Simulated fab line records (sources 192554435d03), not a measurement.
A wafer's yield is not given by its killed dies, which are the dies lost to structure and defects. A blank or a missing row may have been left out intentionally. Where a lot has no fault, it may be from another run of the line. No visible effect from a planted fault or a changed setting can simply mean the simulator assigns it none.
Chamber matching    flow n5Finfet    pecvd-03 running N5_BEOL_M7_ILD_DEP_00: 3 sister chambers
The step deposits SiCOH lowk from DEMS/porogen, target thk 179.75 nm, time 33.4 s. 6 wafers are shown with their chamber, then 8 later ones without.

## EACH WAFER AND ITS CHAMBER
wafer   chamber  throttleValvePct (%)  heaterPowerW (W)
L084.4  0        14.7                  171
L084.5  2        13.4                  276
L085.1  0        15.2                  170
L085.2  1        14.3                  249
L085.3  2        13.2                  253
L092.1  1        14.3                  210

## WAFERS WITHOUT THEIR CHAMBER
wafer   throttleValvePct (%)  heaterPowerW (W)
L092.2  15.2                  202
L092.5  14.2                  213
L095.1  13.5                  284
L095.3  14.4                  220
L095.6  14.3                  220
L096.2  15.0                  187
L096.5  13.6                  265
L096.6  15.4                  193

## CHAMBER TAKEN BY EACH
wafer   from the rows above  in truth
L092.2  0                    0
L092.5  1                    1
L095.1  2                    2
L095.3  1                    1
L095.6  1                    1
L096.2  0                    0
L096.5  2                    2
L096.6  0                    0
8 of 8 placed correctly. Not placeable from these rows: 0. 0 placed wrongly.
How it was worked out, from the rows above alone: a wafer's distance from a chamber is the root of the sum, over the readings, of the square of ((its reading less the chamber's mean) divided by the reading's scatter). The wafer belongs to the nearest chamber; if the next one is less than 2 further off, it can't be placed. Each chamber's mean is taken over the wafers shown for it. The scatter: the root of (the sum of the squares of (reading less its chamber's mean) over the shown wafers, divided by (wafers less chambers)).
